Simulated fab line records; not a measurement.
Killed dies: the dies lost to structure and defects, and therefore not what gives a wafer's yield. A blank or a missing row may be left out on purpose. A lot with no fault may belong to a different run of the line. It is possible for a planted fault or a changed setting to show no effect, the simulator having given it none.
fab line records	flow n5_finfet
record lots=10	wafers=30	last_day=18
route steps=1938 shown BEOL_M8@1386 BEOL_M9@1404 PASSIVATION@1936
lots with no fault: from the same line, run without faults
start_h: hours from the record's opening day to when the first of the lot's shown wafers began	wait_h: hours elapsed since this lot's preceding step	" identical to the entry in the row above	L1.1+2: several wafers, shown together as one row	- either no value or no given start	* or withheld: withheld	< > ~ a bound
route shown NAME@n: names a module that has steps shown in the file, with the first one's number in the route	usual: mean/standard deviation taken from wafers without a fault	same: alike in all rows	chamber/n: place in a boat	sites: per-site readings	_std_site: their standard deviation	_edge_site: mean of outer sites minus mean of inner sites	radius_mm: for every site, how far away it sits from the centre of the wafer	mask NAME#n: copy n	behind: tool/chamber where the wafer was last shaped	hold: cause of the lot's hold/its duration in hours/its outcome	device: names the non-switching transistor (n, p or np)	end of line: at the end of the route, the tests of the same wafers	a step without rows: its recipe alone	killed: dies lost to structure and defects at the first sort, not the wafer's yield	map: per-die view of a wafer (x killed, . not killed, _ where there is no die)
set.NAME: the setting the step ran with; set.NAME@STEP: the setting that earlier step ran with	model.NAME: the simulator's own value behind a step, which no gauge read
route steps across a sampled set of lots; one table per step, one row per wafer
services: the hour from which a tool's chamber was out of use, counted from the record's first day as start_h (under 0 if before that day), plus the number of hours and why
## steps
# step N5_BEOL_M8_CURE_75
# recipe temp_c=370	time_s=120	ambient=DMADMS/He	material=SiCOH_lowk
# usual lamp_power_pct=52.30/0.054	wafer_temp_C_max=372.2/0.88
lot.wafer	tool	chamber	start_h	wait_h	lamp_power_pct	wafer_temp_C_max
L263.1	uv_cure-03	0	209.74	0.0	52.33	372.9
L263.3	"	0	"	"	52.27	372.8
L263.5	"	0	"	"	52.21	372.6
L264.2	uv_cure-01	2	221.23	0.1	52.35	371.4
L264.3	"	2	"	"	52.27	372.0
L264.5	"	2	"	"	52.33	372.4
L265.3	uv_cure-02	2	228.70	0.3	52.30	373.5
L265.5	"	2	"	"	52.40	374.0
L265.6	"	2	"	"	52.38	373.4
L266.2	uv_cure-02	0	234.11	0.1	52.26	371.7
L266.4	"	0	"	"	52.29	371.4
L266.6	"	0	"	"	52.34	371.6
L268.1	uv_cure-03	1	245.87	0.0	52.23	372.1
L268.3	"	1	"	"	52.34	371.9
L268.5	"	1	"	"	52.31	372.0
L271.3	uv_cure-01	2	259.84	0.1	52.32	372.0
L271.4	"	2	"	"	52.40	372.3
L271.5	"	2	"	"	52.34	371.6
L273.2	uv_cure-02	1	284.21	0.1	52.31	371.5
L273.3	"	1	"	"	52.33	371.4
L273.5	"	1	"	"	52.37	372.1
L275.1	uv_cure-01	0	294.34	0.0	52.20	371.6
L275.4	"	0	"	"	52.23	372.0
L275.5	"	0	"	"	52.30	371.9
L281.1	uv_cure-02	1	329.53	0.0	52.22	371.2
L281.4	"	1	"	"	52.27	371.2
L281.5	"	1	"	"	52.31	370.6
L285.1	uv_cure-02	2	358.16	0.0	52.21	373.0
L285.3	"	2	"	"	52.24	373.1
L285.5	"	2	"	"	52.29	374.1
# step N5_BEOL_M8_ANNEAL_51
# recipe temp_c=225	time_s=90	ambient=N2
# usual wafer_temp_C_max=225.7/0.3
lot.wafer	tool	chamber	start_h	wait_h	wafer_temp_C_max
L263.1	rtp_anneal-01	0	215.02	3.2	225.3
L263.3	"	0	"	"	225.1
L263.5	"	0	"	"	225.6
L264.2	rtp_anneal-01	0	227.00	2.8	225.4
L264.3	"	0	"	"	225.7
L264.5	"	0	"	"	225.3
L265.3	rtp_anneal-01	0	234.76	3.5	225.7
L265.5	"	0	"	"	225.4
L265.6	"	0	"	"	225.6
L266.2	rtp_anneal-01	0	239.36	4.1	225.4
L266.4	"	0	"	"	225.5
L266.6	"	0	"	"	225.6
L268.1	rtp_anneal-01	0	248.38	0.1	225.3
L268.3	"	0	"	"	225.4
L268.5	"	0	"	"	225.6
L271.3	rtp_anneal-01	0	262.31	0.5	225.8
L271.4	"	0	"	"	225.4
L271.5	"	0	"	"	225.0
L273.2	rtp_anneal-02	0	286.97	0.1	226.1
L273.3	"	0	"	"	226.0
L273.5	"	0	"	"	226.3
L275.1	rtp_anneal-02	0	297.54	0.4	226.4
L275.4	"	0	"	"	226.4
L275.5	"	0	"	"	226.2
L281.1	rtp_anneal-01	0	331.23	0.1	225.7
L281.4	"	0	"	"	225.4
L281.5	"	0	"	"	225.4
L285.1	rtp_anneal-02	0	360.50	0.6	225.9
L285.3	"	0	"	"	225.8
L285.5	"	0	"	"	226.6
# step N5_BEOL_M8_DEP_56
# recipe material=SiCN	target_thk_a=100	temp_c=withheld	precursor=3MS/NH3	pressure_torr=3	rf_w=202	time_s=17.5
# usual rf_fwd_power_W=199.5/0.94	showerhead_plenum_p_Torr=3.661/0.017	throttle_valve_pct=8.9/0.54
lot.wafer	tool	chamber	start_h	wait_h	rf_fwd_power_W	showerhead_plenum_p_Torr	throttle_valve_pct
L263.1	pecvd-01	1	215.70	0.0	198.4	3.649	8.9
L263.3	"	1	"	"	198.7	3.651	9.0
L263.5	"	1	"	"	199.5	3.651	8.6
L264.2	pecvd-01	2	227.64	0.0	199.7	3.668	8.4
L264.3	"	0	"	"	198.6	3.642	8.6
L264.5	"	2	"	"	200.1	3.656	8.4
L265.3	pecvd-01	1	235.32	0.0	199.8	3.644	8.7
L265.5	"	2	"	"	201.1	3.653	8.1
L265.6	"	1	"	"	199.8	3.644	9.1
L266.2	pecvd-03	1	239.99	0.0	199.7	3.684	8.7
L266.4	"	0	"	"	199.3	3.681	9.8
L266.6	"	0	"	"	199.5	3.700	10.0
L268.1	pecvd-02	2	249.03	0.0	199.1	3.647	8.8
L268.3	"	1	"	"	199.2	3.668	9.7
L268.5	"	2	"	"	199.1	3.638	8.9
L271.3	pecvd-01	0	262.87	0.0	198.7	3.639	8.4
L271.4	"	1	"	"	197.8	3.645	8.9
L271.5	"	0	"	"	199.3	3.644	8.3
L273.2	pecvd-01	0	287.59	0.0	198.1	3.639	8.4
L273.3	"	1	"	"	198.8	3.644	8.5
L273.5	"	2	"	"	200.7	3.681	8.5
L275.1	pecvd-03	2	298.19	0.0	201.3	3.647	8.9
L275.4	"	2	"	"	199.8	3.651	9.0
L275.5	"	0	"	"	200.5	3.681	10.1
L281.1	pecvd-02	0	331.90	0.0	200.7	3.677	9.1
L281.4	"	1	"	"	199.4	3.661	9.5
L281.5	"	0	"	"	201.2	3.673	9.1
L285.1	pecvd-03	2	361.17	0.0	199.5	3.650	8.9
L285.3	"	0	"	"	199.6	3.692	10.1
L285.5	"	1	"	"	199.4	3.684	8.3
# step N5_BEOL_M8_INSPECT_58
# recipe inspect_instrument=darkfield	mode=post_dep
# usual raw_defect_count=71/22
lot.wafer	tool	chamber	start_h	wait_h	raw_defect_count
L263.1	defect_inspect-02	-	215.81	0.0	46
L263.3	"	-	"	"	65
L263.5	"	-	"	"	66
L264.2	defect_inspect-01	-	227.75	0.0	49
L264.3	"	-	"	"	71
L264.5	"	-	"	"	66
L265.3	defect_inspect-01	-	235.42	0.0	66
L265.5	"	-	"	"	59
L265.6	"	-	"	"	78
L266.2	defect_inspect-02	-	240.10	0.0	69
L266.4	"	-	"	"	64
L266.6	"	-	"	"	112
L268.1	defect_inspect-01	-	249.13	0.0	61
L268.3	"	-	"	"	78
L268.5	"	-	"	"	54
L271.3	defect_inspect-01	-	262.97	0.0	51
L271.4	"	-	"	"	447
L271.5	"	-	"	"	51
L273.2	defect_inspect-02	-	287.69	0.0	69
L273.3	"	-	"	"	473
L273.5	"	-	"	"	84
L275.1	defect_inspect-02	-	298.29	0.0	96
L275.4	"	-	"	"	111
L275.5	"	-	"	"	118
L281.1	defect_inspect-02	-	331.99	0.0	114
L281.4	"	-	"	"	78
L281.5	"	-	"	"	68
L285.1	defect_inspect-01	-	361.26	0.0	64
L285.3	"	-	"	"	59
L285.5	"	-	"	"	71
# step N5_BEOL_M9_PECVD_70
# recipe material=SiO2	target_thk_a=200	temp_c=400	precursor=TEOS/O2	pressure_torr=5.5	rf_w=450	teos_flow_sccm=53.8	gas=O2	flow_sccm=3000	time_s=22.7
# usual heater_power_w=689/77	rf_fwd_power_W=445.6/2.1	showerhead_plenum_p_Torr=8.78/0.07	throttle_valve_pct=21.7/1.3
lot.wafer	tool	chamber	start_h	wait_h	heater_power_w	rf_fwd_power_W	showerhead_plenum_p_Torr	throttle_valve_pct
L263.1	pecvd-03	1	216.48	0.0	566	444.6	8.84	20.9
L263.3	"	0	"	"	684	444.0	8.90	24.4
L263.5	"	1	"	"	579	445.7	8.84	20.8
L264.2	pecvd-04	1	228.42	0.0	700	446.5	8.85	23.6
L264.3	"	1	"	"	711	445.0	8.83	23.4
L264.5	"	0	"	"	723	446.6	8.76	20.9
L265.3	pecvd-04	0	236.10	0.1	707	447.2	8.76	21.1
L265.5	"	1	"	"	635	444.6	8.85	23.2
L265.6	"	0	"	"	693	444.6	8.79	20.6
L266.2	pecvd-03	0	240.79	0.0	720	446.9	8.87	24.3
L266.4	"	0	"	"	710	447.3	8.88	24.5
L266.6	"	0	"	"	721	446.6	8.88	24.5
L268.1	pecvd-01	2	249.79	0.0	728	447.3	8.76	20.6
L268.3	"	1	"	"	796	443.1	8.67	21.7
L268.5	"	1	"	"	801	441.4	8.70	21.5
L271.3	pecvd-03	1	263.75	0.0	656	445.8	8.86	21.2
L271.4	"	0	"	"	754	445.7	8.90	24.3
L271.5	"	1	"	"	654	445.9	8.86	21.1
L273.2	pecvd-03	1	288.35	0.0	685	444.4	8.87	21.0
L273.3	"	2	"	"	543	448.4	8.73	22.0
L273.5	"	1	"	"	680	443.2	8.85	20.9
L275.1	pecvd-01	2	298.95	0.0	802	447.3	8.78	21.0
L275.4	"	0	"	"	770	441.8	8.69	20.4
L275.5	"	1	"	"	667	447.7	8.72	21.3
L281.1	pecvd-03	2	332.66	0.0	632	448.6	8.72	22.0
L281.4	"	2	"	"	617	447.8	8.74	21.8
L281.5	"	2	"	"	639	445.1	8.73	21.9
L285.1	pecvd-01	0	361.93	0.0	733	441.5	8.69	20.7
L285.3	"	2	"	"	737	446.0	8.76	20.9
L285.5	"	2	"	"	734	447.2	8.76	21.1
# step N5_BEOL_M9_INSPECT_13
# recipe mode=adi	inspect_instrument=brightfield
# usual raw_defect_count=395/78
lot.wafer	tool	chamber	start_h	wait_h	raw_defect_count
L263.1	defect_inspect-02	-	217.11	0.0	371
L263.3	"	-	"	"	368
L263.5	"	-	"	"	508
L264.2	defect_inspect-01	-	229.38	0.0	370
L264.3	"	-	"	"	348
L264.5	"	-	"	"	360
L265.3	defect_inspect-01	-	236.71	0.0	391
L265.5	"	-	"	"	349
L265.6	"	-	"	"	390
L266.2	defect_inspect-01	-	241.53	0.0	328
L266.4	"	-	"	"	290
L266.6	"	-	"	"	416
L268.1	defect_inspect-01	-	253.53	0.0	406
L268.3	"	-	"	"	294
L268.5	"	-	"	"	309
L271.3	defect_inspect-01	-	266.58	0.0	387
L271.4	"	-	"	"	760
L271.5	"	-	"	"	324
L273.2	defect_inspect-02	-	290.38	0.0	330
L273.3	"	-	"	"	743
L273.5	"	-	"	"	359
L275.1	defect_inspect-01	-	302.79	0.0	468
L275.4	"	-	"	"	451
L275.5	"	-	"	"	548
L281.1	defect_inspect-01	-	333.29	0.0	394
L281.4	"	-	"	"	532
L281.5	"	-	"	"	449
L285.1	defect_inspect-01	-	363.07	0.2	387
L285.3	"	-	"	"	338
L285.5	"	-	"	"	257
# step N5_BEOL_M9_INSPECT_30
# recipe mode=adi	inspect_instrument=brightfield
# usual raw_defect_count=399/82
lot.wafer	tool	chamber	start_h	wait_h	raw_defect_count
L263.1	defect_inspect-02	-	218.11	0.1	362
L263.3	"	-	"	"	395
L263.5	"	-	"	"	527
L264.2	defect_inspect-01	-	230.30	0.0	384
L264.3	"	-	"	"	362
L264.5	"	-	"	"	352
L265.3	defect_inspect-01	-	237.59	0.0	383
L265.5	"	-	"	"	355
L265.6	"	-	"	"	374
L266.2	defect_inspect-02	-	243.09	0.0	333
L266.4	"	-	"	"	303
L266.6	"	-	"	"	458
L268.1	defect_inspect-01	-	258.50	0.1	378
L268.3	"	-	"	"	292
L268.5	"	-	"	"	331
L271.3	defect_inspect-01	-	268.68	0.0	393
L271.4	"	-	"	"	789
L271.5	"	-	"	"	344
L273.2	defect_inspect-02	-	291.58	0.0	326
L273.3	"	-	"	"	749
L273.5	"	-	"	"	345
L275.1	defect_inspect-02	-	305.48	0.1	538
L275.4	"	-	"	"	500
L275.5	"	-	"	"	565
L281.1	defect_inspect-02	-	334.33	0.1	418
L281.4	"	-	"	"	547
L281.5	"	-	"	"	500
L285.1	defect_inspect-01	-	365.38	0.1	386
L285.3	"	-	"	"	321
L285.5	"	-	"	"	276
# step N5_PASSIVATION_PROBE_49
# usual defect_limited_yield=91.3/1.3	killed_at_M0_to_M3=35/9.3	killed_at_M4_up=14/5.2	killed_at_contacts=12/5.9	killed_at_front_end=38/11	killed_at_other=4/3.7	killed_dies=103/15	killed_on_rim=14/4	killed_open=67/12	killed_short=34/8	sort_bin_5_function=5.1/0.88	sort_bin_6_memory=3.3/0.65	sort_n_pass=1077/15	sort_yield_pct=91.3/1.3
# same gross_dies=1180	killed_at_back_side=0	sort_bin_4_leakage[%]=0	sort_bin_8_speed[%]=0
lot.wafer	tool	chamber	start_h	wait_h	defect_limited_yield[%]	killed_at_M0_to_M3	killed_at_M4_up	killed_at_contacts	killed_at_front_end	killed_at_other	killed_dies	killed_on_rim	killed_open	killed_short	sort_bin_5_function[%]	sort_bin_6_memory[%]	sort_n_pass	sort_yield_pct[%]
L271.3	prober-01	-	332.26	0.1	90.3	32	22	10	46	4	114	16	68	44	6.4	3.1	1066	90.3
L271.4	prober-01	-	332.31	0.2	84.9	31	79	6	62	0	178	30	62	34	9.6	3.7	1002	84.9
L271.5	prober-01	-	332.36	0.2	90.8	35	10	12	50	1	108	12	71	31	4.7	3.8	1072	90.8
L273.2	prober-02	-	361.33	0.1	88.6	42	14	6	63	10	135	18	91	43	7.9	3.4	1045	88.6
L273.3	prober-02	-	361.38	0.1	83.9	38	95	7	41	9	190	37	71	43	10.3	4.2	990	83.9
L273.5	prober-02	-	361.48	0.2	90.1	38	9	5	55	10	117	14	79	37	6.0	3.6	1063	90.1
# killed by level:class
L271.3 FIN_SAQP:geometric_particle:short=16 FIN_SAQP:geometric_particle:open=12 BEOL_M0_SAQP:geometric_particle:short=9 DUMMY_GATE:geometric_particle:open=8 MOL_CONTACT_COAG:geometric_particle:open=8 BEOL_M3:geometric_particle:open=7 BEOL_M4:geometric_particle:open=7 BEOL_M5:geometric_particle:open=6
L271.4 BEOL_M8:unspecified=74 FIN_SAQP:geometric_particle:open=17 STI_FIN_REVEAL:geometric_particle:open=15 BEOL_M0_SAQP:geometric_particle:short=8 BEOL_M1:geometric_particle:open=7 FIN_SAQP:geometric_particle:short=6 GATE_CUT:geometric_particle:short=6 HKMG_FIN:area_etch=6
L271.5 BEOL_M3:geometric_particle:open=14 FIN_SAQP:geometric_particle:open=12 STI_FIN_REVEAL:geometric_particle:open=11 MOL_CONTACT_COAG:geometric_particle:open=10 FIN_SAQP:geometric_particle:short=7 BEOL_M0_SAQP:geometric_particle:open=7 GATE_CUT:geometric_particle:short=4 BEOL_M2:geometric_particle:open=4
L273.2 FIN_SAQP:geometric_particle:open=20 STI_FIN_REVEAL:geometric_particle:open=16 FIN_SAQP:geometric_particle:short=10 BEOL_M0_SAQP:geometric_particle:open=9 BEOL_M1:geometric_particle:open=8 BEOL_M0_SAQP:geometric_particle:short=6 BEOL_M4:geometric_particle:open=6 MOL_CONTACT_COAG:geometric_particle:open=5
L273.3 BEOL_M8:unspecified=71 BEOL_M0_SAQP:geometric_particle:short=12 FIN_SAQP:geometric_particle:short=11 BEOL_M5:geometric_particle:open=9 STI_FIN_REVEAL:geometric_particle:open=8 BEOL_M0_SAQP:geometric_particle:open=8 FIN_SAQP:geometric_particle:open=7 BEOL_M4:geometric_particle:open=7
L273.5 STI_FIN_REVEAL:geometric_particle:open=17 FIN_SAQP:geometric_particle:open=12 BEOL_M0:geometric_particle:open=10 FIN_SAQP:geometric_particle:short=8 BEOL_M0_SAQP:geometric_particle:short=8 BEOL_M1:geometric_particle:open=8 GATE_CUT:geometric_particle:short=6 BEOL_M3:geometric_particle:open=5
## services
tool	chamber	start_h	hours	kind
pecvd-04	2	194.24	5.5	scheduled_down
pecvd-04	2	205.86	5.5	scheduled_down
pecvd-01	2	208.98	16.5	scheduled_down
uv_cure-02	-	213.58	11.4	repair
uv_cure-03	-	219.99	14.6	pm
pecvd-04	0	229.33	-	calibration
uv_cure-01	-	238.22	2.1	pm
pecvd-03	2	239.01	5.5	scheduled_down
pecvd-02	2	252.11	3.4	repair
pecvd-02	-	257.22	1.5	repair
uv_cure-01	-	262.91	1.0	pm
uv_cure-02	-	282.70	0.8	repair
uv_cure-02	-	290.68	1.0	pm
pecvd-03	0	319.47	18.6	repair
pecvd-04	1	321.45	16.5	scheduled_down
rtp_anneal-01	-	337.16	3.7	pm
uv_cure-03	-	338.82	4.3	pm
uv_cure-01	-	343.16	1.2	repair
pecvd-02	2	346.08	11.0	repair
pecvd-01	-	348.71	0.8	repair
## key
first_sign step=N5_BEOL_M8_INSPECT_58	reading=raw_defect_count	direction=up	sigmas=18	usual=71	struck=460
effect step=N5_BEOL_M9_INSPECT_13	reading=raw_defect_count	direction=up	sigmas=4.6	usual=395	struck=752
effect step=N5_BEOL_M9_INSPECT_30	reading=raw_defect_count	direction=up	sigmas=4.5	usual=399	struck=769
effect step=N5_PASSIVATION_PROBE_49	reading=killed_at_M4_up	direction=up	sigmas=14	usual=14	struck=87
more_kills_born_at N5_BEOL_M8_DEP_56@pecvd-01=145
met_at N5_BEOL_M8_DEP_56
struck_lots L271,L273
struck_wafers L271.4,L273.3
not_acting_at N5_BEOL_M8_CURE_75,N5_BEOL_M8_ANNEAL_51,N5_BEOL_M9_PECVD_70
onset_between 235.32 262.87
fault kind=chamber_particle_source	tool=pecvd-01	chamber=1	onset_h=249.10	steps=N5_BEOL_M8_DEP_56	rate_per_visit_cm2=0.64333	end_h=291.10
